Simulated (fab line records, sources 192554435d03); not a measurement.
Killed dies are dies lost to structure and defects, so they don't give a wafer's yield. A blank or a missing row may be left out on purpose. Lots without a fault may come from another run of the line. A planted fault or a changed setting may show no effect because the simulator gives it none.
A struck lot beside a sound one | flow n5_finfet | 15 steps out of a route of 1938
Sound: wafers L854.1, L854.3, L854.4. Struck: wafer L852.5. The cause comes at the end.
At each step with rows: each side's tool, then ch and its chambers, then its first start. Under that, the readings that differ: sound wafers | struck wafers | difference of the means | sigmas: that difference in standard deviations of wafers without a fault.
alike: readings whose means differ by less than 2 such deviations, and words and numbers that are the same on both sides. not compared: withheld readings, readings that some wafer has no value for, bounds like >300 that may hide the same value, and numbers for which the record gives no deviation and whose values overlap.
The two part at a step that has a row with sigmas, a row that says differs or no value, or rows on one side only. Numbers that don't overlap but have no deviation are shown without sigmas and don't part them. A reading that every wafer of one side lacks parts them only if that side has two wafers or more.

N5_BEOL_M7_TRENCH_ETCH_37: etches SiCOH lowk in C4F6/O2, target depth 93.478 nm, time 31.2 s.
  sound on rie_diel-05 ch 0,1,3; struck on rie_diel-02 ch 0
  alike: drypump_motor_current_A, oes_product_au, rf_vpp_V, showerhead_plenum_p_Torr, throttle_valve_pct
  not compared: rf_hours_counter_h
N5_BEOL_M7_ETCH_41: etches SiCN in CH3F/O2, target depth 31.9 nm, time 57.8 s.
  sound on rie_diel-05 ch 0,1,3; struck on rie_diel-02 ch 0
  alike: drypump_motor_current_A, oes_product_au, rf_vpp_V, showerhead_plenum_p_Torr, throttle_valve_pct
  not compared: rf_hours_counter_h
N5_BEOL_M7_STRIP_80: strips in N2/H2, time 10 s.
  sound on rie_diel-05 ch 0,1,3; struck on rie_diel-02 ch 0
  reading                | sound             | struck | difference | sigmas
  throttle_valve_pct (%) | 23.51 23.48 24.01 | 23.15  | -0.52      | -2
  alike: drypump_motor_current_A, oes_product_au, rf_vpp_V, showerhead_plenum_p_Torr
  not compared: rf_hours_counter_h
N5_BEOL_M7_OCD_MEAS_38:
  sound on ocd-02, day 14 06:40; struck on ocd-02, day 13 21:54
  alike: trench_depth_nm
then, 4 steps without rows for these wafers: N5_BEOL_M7_HM_STRIP_39 (strips TiN in peroxide tin strip, target depth 25 nm, time 158 s); N5_BEOL_M7_SRD_40 (time 30 s); N5_BEOL_M7_PRECLEAN_42 (cleans in residue remover, time 60 s); N5_BEOL_M7_SRD_43 (time 30 s).
N5_BEOL_M7_CD_MEAS_35: target cd 40 nm.
  sound on cd_sem-02, day 14 06:49; struck on cd_sem-01, day 13 22:09
  alike: cd_nm
then, 1 step without rows for these wafers: N5_BEOL_M7_CURE_75 (cures SiCOH lowk, time 120 s).
N5_BEOL_M7_DEGAS_44: time 60 s.
  sound on pvd_sputter-01, day 14 07:54; struck on pvd_sputter-02, day 13 22:32
  alike: heater_power_w
then, 1 step without rows for these wafers: N5_BEOL_M7_PRE_CLEAN_45 (time 30 s).
N5_BEOL_M7_ALD_77: deposits TaN, target thk 2 nm, pulse time 2 s, purge time 3 s.
  sound on ald_metal-01 ch 0,2,3, day 14 08:01; struck on ald_metal-03 ch 3, day 13 22:50
  reading                                 | sound    | struck | difference | sigmas
  ald_cycles                              | 40 40 40 | 12     | -28        |
  model.TaN_of_BEOL_M7_ALD_77.thk_nm (nm) | 2 2 2    | 0.6    | -1.4       |
  alike: heater_power_w, precursor_vessel_pressure_torr
N5_BEOL_M7_SURFACE_TREAT_79:
  sound on pvd_sputter-02, day 14 08:23; struck on pvd_sputter-02, day 13 23:06
  not compared: throttle_valve_pct
N5_PASSIVATION_PROBE_49:
  the record has rows for the sound wafers here (prober-01, day 17 14:47) and none for the struck ones

WHERE THEY PART
First at N5_BEOL_M7_STRIP_80; last, within this record, at N5_PASSIVATION_PROBE_49.

WHY: what the simulator had put in
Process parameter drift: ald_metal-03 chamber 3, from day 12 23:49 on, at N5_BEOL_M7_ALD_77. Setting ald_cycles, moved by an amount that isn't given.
